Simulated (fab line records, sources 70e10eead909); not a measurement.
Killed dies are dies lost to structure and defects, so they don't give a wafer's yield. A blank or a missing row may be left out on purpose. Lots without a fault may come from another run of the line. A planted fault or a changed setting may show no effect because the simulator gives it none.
One fault seen from 2 desks | flow nand_harc | each desk has only its own numbers; what lay behind them comes last

THE TOOL OWNER'S DESK: cmp-01
The tool's own readings at NHARC_A_M0_CMP_23 (polishes, t overpolish 20 s, target thk 113.75 nm): means of the sampled wafers that have a number, for each lot that ran on this tool. A lot is out of limits, marked OUT, if its mean lies more than 4 standard deviations from the usual mean; the brackets give that distance.
Columns: A = motor_current_A at NHARC_A_M0_CMP_23, usual 12.1 A; B = slurry_filter_dp_kPa at NHARC_A_M0_CMP_23, usual 13.52 kPa; C = time_to_endpoint_s at NHARC_A_M0_CMP_23, usual 28.9 s
lot  | first seen here | A    | B     | C
L978 | day 23 05:28    | 11.6 | 13.46 | 25.1
L977 | day 23 08:17    | 11.1 | 13.43 | 27.4
L982 | day 24 12:02    | 12.2 | 13.46 | 30.3
L981 | day 24 13:45    | 11.5 | 13.65 | 29.0
L991 | day 28 18:53    | 11.3 | 13.54 | 30.6
L990 | day 29 02:49    | 11.3 | 13.60 | 32.4
L996 | day 31 22:01    | 11.5 | 13.60 | 31.7
This desk's finding: nothing out of limits on any of the 7 lots.

THE DEFECT DESK
What the inspections along the route counted, lot by lot: means of the sampled wafers that have a number. A lot is out of limits, marked OUT, if its mean lies more than 4 standard deviations from the usual mean; the brackets give that distance.
Columns: A = raw_defect_count at NHARC_A_M1_INSPECT_11, usual 91
lot  | first seen here | A
L978 | day 23 07:28    | 75
L977 | day 23 10:17    | 100
L980 | day 23 23:09    | 151
L982 | day 24 14:32    | 81
L981 | day 24 15:37    | 231
L991 | day 28 20:53    | 128
L990 | day 29 04:49    | 52
L994 | day 30 14:26    | 79
L996 | day 31 23:51    | 86
L997 | day 32 00:59    | 97
L999 | day 32 22:02    | 32
This desk's finding: nothing out of limits on any of the 11 lots.

PUT TOGETHER
The tool owner's desk saw nothing out of limits.
The defect desk saw nothing out of limits.

WHAT THE SIMULATOR HAD PUT IN
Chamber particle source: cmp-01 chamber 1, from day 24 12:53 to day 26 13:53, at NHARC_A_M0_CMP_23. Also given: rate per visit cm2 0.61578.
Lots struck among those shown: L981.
